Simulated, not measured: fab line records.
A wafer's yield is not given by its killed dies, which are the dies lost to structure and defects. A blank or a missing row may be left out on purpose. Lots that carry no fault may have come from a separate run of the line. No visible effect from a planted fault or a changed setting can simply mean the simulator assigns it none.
Which tool did it? -- flow n5_finfet -- at 1 step of a route of 1938, 12 lots with 36 wafers sampled

WHAT EACH GAUGE READ, for each wafer
N5_BEOL_M2_CD_MEAS_11: target cd 16.79 nm.
lot,measured,on,cd_nm (nm)
L075,day 6 21:19,cd_sem-02,16.57 16.83 16.44
L077,day 7 08:13,cd_sem-02,16.86 16.31 16.78
L079,day 7 23:07,cd_sem-02,17.34 16.78 17.38
L081,day 8 09:46,cd_sem-02,16.93 16.85 16.58
L083,day 9 02:57,cd_sem-01,17.07 17.06 16.48
L085,day 9 08:34,cd_sem-03,16.99 16.89 16.50
L087,day 9 20:26,cd_sem-03,16.61 16.87 16.88
L090,day 10 16:23,cd_sem-03,17.01 17.14 17.19
L091,day 10 20:58,cd_sem-02,16.54 17.25 16.47
L093,day 11 11:15,cd_sem-02,16.81 16.73 16.93
L095,day 11 21:20,cd_sem-03,16.93 16.57 16.49
L097,day 12 10:05,cd_sem-02,16.60 16.62 16.29

WHICH TOOL RAN EACH LOT (tool, then ch and the chambers of the sampled wafers, then the start)
Before these readings, the record contains no process step.

THE ANSWER, worked out from the rows above alone
Rule: what is usual is taken from the lots themselves. Put in order of their means at a reading, lots are off if they are a third of the lots or fewer, leave a main group of 4 or more, and stand apart from it by a gap of 3 or more times the standard deviation of the main group's means; of several such gaps the widest counts. Not used: any main group whose means are identical at the precision the tables above print for the reading. Also off: a lot with no number at a reading for which 4 or more lots have one. Where the step has rows for the other lots, those lots are counted as sound.
Across all readings shown, no lot is off: no conclusion can be drawn from this.

WHAT THE SIMULATOR HAD INSERTED
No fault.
